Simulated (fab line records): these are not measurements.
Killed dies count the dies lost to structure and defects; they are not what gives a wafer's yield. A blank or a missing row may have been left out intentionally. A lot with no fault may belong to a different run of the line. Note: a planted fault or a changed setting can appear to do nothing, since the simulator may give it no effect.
Which tool did it? -- flow nand_harc -- 13 lots, 39 wafers sampled, at 5 steps of a route of 1159

WHAT EACH GAUGE READ, for each wafer
NHARC_A_BONDPAD_THK_MEAS_20: measures by xrf.
lot,measured,on,thk_nm (nm)
L904,day 18 08:02,film_metro-02,170.0 169.8 171.6
L902,day 18 09:33,film_metro-01,167.4 167.9 168.5
L901,day 18 12:29,film_metro-02,169.1 169.0 165.8
L906,day 18 13:34,film_metro-01,171.3 171.4 170.9
L905,day 18 14:17,film_metro-01,172.9 172.1 168.7
L903,day 18 16:12,film_metro-02,171.1 168.7 167.8
L917,day 22 00:47,film_metro-02,170.5 169.2 170.4
L918,day 22 08:07,film_metro-01,166.2 170.0 170.7
L919,day 23 04:58,film_metro-02,166.8 166.8 165.1
L922,day 23 19:42,film_metro-01,168.5 168.8 169.1
L923,day 23 20:38,film_metro-02,168.6 171.9 169.0

NHARC_END_SORT_01.
lot,measured,on,defect_limited_yield (%),killed_at_array,killed_at_other,killed_at_periphery,killed_dies,killed_open,killed_short,sort_bin_2_pct (%),sort_bin_3_pct (%),sort_bin_4_pct (%),sort_n_pass,sort_rim_yield_pct (%),sort_yield_pct (%)
L914,day 22 14:59,prober-01,0 0 0,674 676 675,1 0 2,2 1 0,677 677 677,3 3 1,1 2 0,97.8 97.3 97.5,0.15 0 0.44,2.1 2.7 2.1,0 0 0,0 0 0,0 0 0
L912,day 22 13:23,prober-02,0 0 0,676 675 677,0 0 0,1 2 0,677 677 677,0 3 3,6 1 1,95.7 97.2 96.2,0.59 0.15 1.03,3.7 2.7 2.8,0 0 0,0 0 0,0 0 0
L917,day 23 03:20,prober-02,97.6 97.6 97.2,15 15 18,0 0 1,1 1 0,16 16 19,5 2 4,3 5 4,1.0 0.1 1.0,0.15 0.74 0.30,1.2 1.5 1.5,661 661 658,98.1 97.2 99.1,97.6 97.6 97.2

TOOL THAT RAN EACH LOT (tool first, then ch and the chambers of the sampled wafers, then the start)
lot,NHARC_A_M1_DEP_00,NHARC_A_BONDPAD_DEGAS_25,NHARC_A_BONDPAD_PVD_17
L904,"pecvd-03 ch 0,1, day 17 23:26","pvd_sputter-03, day 18 06:22","pvd_sputter-03, day 18 08:02 or earlier"
L902,"pecvd-01 ch 0,2, day 18 01:16","pvd_sputter-02, day 18 08:08","pvd_sputter-02, day 18 09:33 or earlier"
L901,"pecvd-01 ch 0,1, day 18 04:17","pvd_sputter-01, day 18 11:05","pvd_sputter-01, day 18 12:29 or earlier"
L906,"pecvd-02 ch 0,2, day 18 05:17","pvd_sputter-02, day 18 12:10","pvd_sputter-02, day 18 13:34 or earlier"
L905,"pecvd-03 ch 0,2, day 18 06:20","pvd_sputter-03, day 18 12:53","pvd_sputter-03, day 18 14:17 or earlier"
L903,"pecvd-01 ch 0,2, day 18 08:00","pvd_sputter-02, day 18 14:48","pvd_sputter-02, day 18 16:12 or earlier"
L914,"pecvd-01 ch 0,2, day 21 00:02",-,-
L912,"pecvd-01 ch 0,2, day 21 01:19",-,-
L917,"pecvd-02 ch 0,2, day 21 16:18","pvd_sputter-02, day 21 23:23","pvd_sputter-02, day 22 00:47 or earlier"
L918,"pecvd-03 ch 0,1, day 21 23:49","pvd_sputter-01, day 22 06:42","pvd_sputter-01, day 22 08:07 or earlier"
L919,"pecvd-03 ch 0,1,2, day 22 18:34","pvd_sputter-01, day 23 03:15","pvd_sputter-01, day 23 04:58 or earlier"
L922,"pecvd-03 ch 0,1,2, day 23 11:18","pvd_sputter-02, day 23 17:59","pvd_sputter-02, day 23 19:42 or earlier"
L923,"pecvd-03 ch 0,1,2, day 23 12:01","pvd_sputter-02, day 23 18:55","pvd_sputter-02, day 23 20:38 or earlier"
- NHARC_A_M1_DEP_00: deposits SiOC, target thk 182.5 nm.
- NHARC_A_BONDPAD_DEGAS_25: time 60 s.
- NHARC_A_BONDPAD_PVD_17: deposits TaN, target thk 5 nm, time 8.06 s.

WHAT THE TOOLS THEMSELVES READ (means of the sampled wafers that have a number; where no wafer has one, the mark that the record gives instead)
NHARC_A_BONDPAD_DEGAS_25.
lot,tool,heater_power_w (W),susceptor_temp_C (C)
L904,pvd_sputter-03,490,300.06
L902,pvd_sputter-02,468,300.12
L901,pvd_sputter-01,505,300.01
L906,pvd_sputter-02,440,299.91
L905,pvd_sputter-03,496,300.04
L903,pvd_sputter-02,396,300.24
L917,pvd_sputter-02,460,300.30
L918,pvd_sputter-01,512,300.27
L919,pvd_sputter-01,478,300.10
L922,pvd_sputter-02,443,300.16
L923,pvd_sputter-02,468,300.05

NHARC_A_BONDPAD_PVD_17.
lot,tool,substrate_temp_c (C),throttle_valve_pct (%)
L904,pvd_sputter-03,49.98,29.7
L902,pvd_sputter-02,50.05,29.8
L901,pvd_sputter-01,50.02,29.8
L906,pvd_sputter-02,49.96,29.5
L905,pvd_sputter-03,49.97,29.5
L903,pvd_sputter-02,50.08,29.9
L917,pvd_sputter-02,49.92,29.6
L918,pvd_sputter-01,50.08,30.3
L919,pvd_sputter-01,50.00,30.6
L922,pvd_sputter-02,50.05,29.6
L923,pvd_sputter-02,50.06,29.8

THE ANSWER, worked out from the rows above alone
Rule: usual is defined by the lots themselves. Put in order of their means at a reading, lots are off if they are a third of the lots or fewer, leave a main group of 4 or more, and stand apart from it by a gap of 3 or more times the standard deviation of the main group's means; of several such gaps the widest counts. The tables above print the reading to a certain number of digits; a main group whose means all agree to those digits is not used. Also off: a lot with no number at a reading for which 4 or more lots have one. All remaining lots with rows at the step are treated as sound. After the gauges, taken in route order, come the tools' own readings; for these a lot's mean is taken, as printed above. At the first step where some lot is off, the reading lying furthest off is the one used; lots without a number count as furthest.
Nothing can be told from this: no lot is off at any reading shown.

WHAT WAS PUT IN BY THE SIMULATOR
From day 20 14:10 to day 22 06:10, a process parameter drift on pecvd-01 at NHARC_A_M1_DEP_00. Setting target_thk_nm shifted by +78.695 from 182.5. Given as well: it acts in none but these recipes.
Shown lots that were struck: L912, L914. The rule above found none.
